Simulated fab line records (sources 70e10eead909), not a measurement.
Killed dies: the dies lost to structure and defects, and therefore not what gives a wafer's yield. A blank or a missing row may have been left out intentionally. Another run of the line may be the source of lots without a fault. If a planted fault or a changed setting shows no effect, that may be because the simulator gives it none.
Comparing a struck lot with a sound one -- flow nand harc -- 12 steps out of a route of 1302
Sound: these wafers, L670.3, L670.5, L670.6. Wafers struck: L672.2, L672.3, L672.5. The cause comes at the end.
Per side, at each step with rows, come the tool, then ch with its chambers, and then its first start. Under that, the readings that differ: sound wafers -- struck wafers -- difference of the means -- sigmas: that difference in standard deviations of wafers without a fault.
alike: readings with means less than 2 such deviations apart, plus words and numbers identical on both sides. not compared: withheld readings, readings lacking a value on some wafer, bounds such as >300 that could conceal the same value, and numbers that have no deviation in the record and whose values overlap.
Wherever a step has rows on one side only, a row that says differs or no value, or a row with sigmas, the two part there. Non-overlapping numbers with no deviation appear without sigmas and do not part them. Lack of a reading on every wafer of one side parts them only where that side has two or more wafers.

first, 2 steps without rows for these wafers: NHARC_A_STAIRCASE_SRD_154; NHARC_A_STAIRCASE_ETCH_403 (etches SiO2 in dHF, target depth 108.2 nm).
NHARC_A_STAIRCASE_ETCHBACK_422: etches the open film in CH3F/O2, target depth 40 nm, time 74.286 s.
  sound on rie diel-11 ch 1,2,3, day 24 03:25; struck on rie diel-03 ch 0,1,2, day 24 04:06
reading,sound,struck,difference,sigmas
throttle valve pct (%),20.656 20.660 20.649,20.674 20.681 20.667,+0.019,+2
  alike: bias w, drypump motor current A, oes product au, rf vpp V, showerhead plenum p Torr
  not compared: rf hours counter h
then, 1 step without rows for these wafers: NHARC_A_STAIRCASE_ETCH_423 (etches SiO2 in dHF, target depth 30 nm).
NHARC_A_STAIRCASE_ETCHBACK_157: etches the open film in CH3F/O2, target depth 90 nm, time 167.14 s.
  sound on rie diel-11 ch 1,2, day 24 03:46; struck on rie diel-11 ch 1,3, day 24 04:27
reading,sound,struck,difference,sigmas
oes product au (a.u.),1.00 1.00 1.01,0.92 0.93 0.93,-0.08,-2
throttle valve pct (%),20.654 20.661 20.659,20.685 20.676 20.669,+0.019,+2
  alike: bias w, drypump motor current A, rf vpp V, showerhead plenum p Torr
  not compared: rf hours counter h
NHARC_A_STAIRCASE_STRIP_475: strips in O2, time 20 s.
  sound on rie diel-11 ch 2,3, day 24 04:00; struck on rie diel-11 ch 1,2, day 24 04:41
  alike: drypump motor current A, oes product au, rf vpp V, showerhead plenum p Torr, throttle valve pct
  not compared: rf hours counter h
NHARC_A_STAIRCASE_DEP_471: deposits SiO2, target thk 100 nm.
  sound on pecvd-01 ch 0,1,2, day 24 04:07; struck on pecvd-01 ch 0,2, day 24 05:07
  alike: chamber pressure Torr, heater power outer w, heater power w, throttle valve pct
NHARC_A_STAIRCASE_CMP_472: polishes SiO2.
  sound on cmp-04 ch 0,1,3, day 24 04:25; struck on cmp-02 ch 1,3, day 24 05:23
  alike: edge zone pressure frac, motor current A
following that, these wafers have no rows for 1 step: NHARC_A_STAIRCASE_SRD_474.
NHARC_A_STAIRCASE_INSPECT_155:
  sound on defect inspect-01, day 24 04:43; struck on defect inspect-01, day 24 05:43
  alike: raw defect count
NHARC_A_SGD_CUT_DEP_00: deposits SiNx, target thk 50 nm.
  sound on pecvd-02 ch 0,1,2, day 24 04:52; struck on pecvd-02 ch 0,1,2, day 24 05:49
  no value came back on the struck wafers for heater power outer w (W), heater power w (W); on the sound wafers heater power outer w (W) reads 368 396 353
then, 1 step without rows for these wafers: NHARC_A_SGD_CUT_DEHYDRATE_01 (time 120 s).

## WHERE THEY PART
Earliest at NHARC_A_STAIRCASE_ETCHBACK_422; latest, in this record, at NHARC_A_SGD_CUT_DEP_00.

WHY: whatever the simulator had introduced
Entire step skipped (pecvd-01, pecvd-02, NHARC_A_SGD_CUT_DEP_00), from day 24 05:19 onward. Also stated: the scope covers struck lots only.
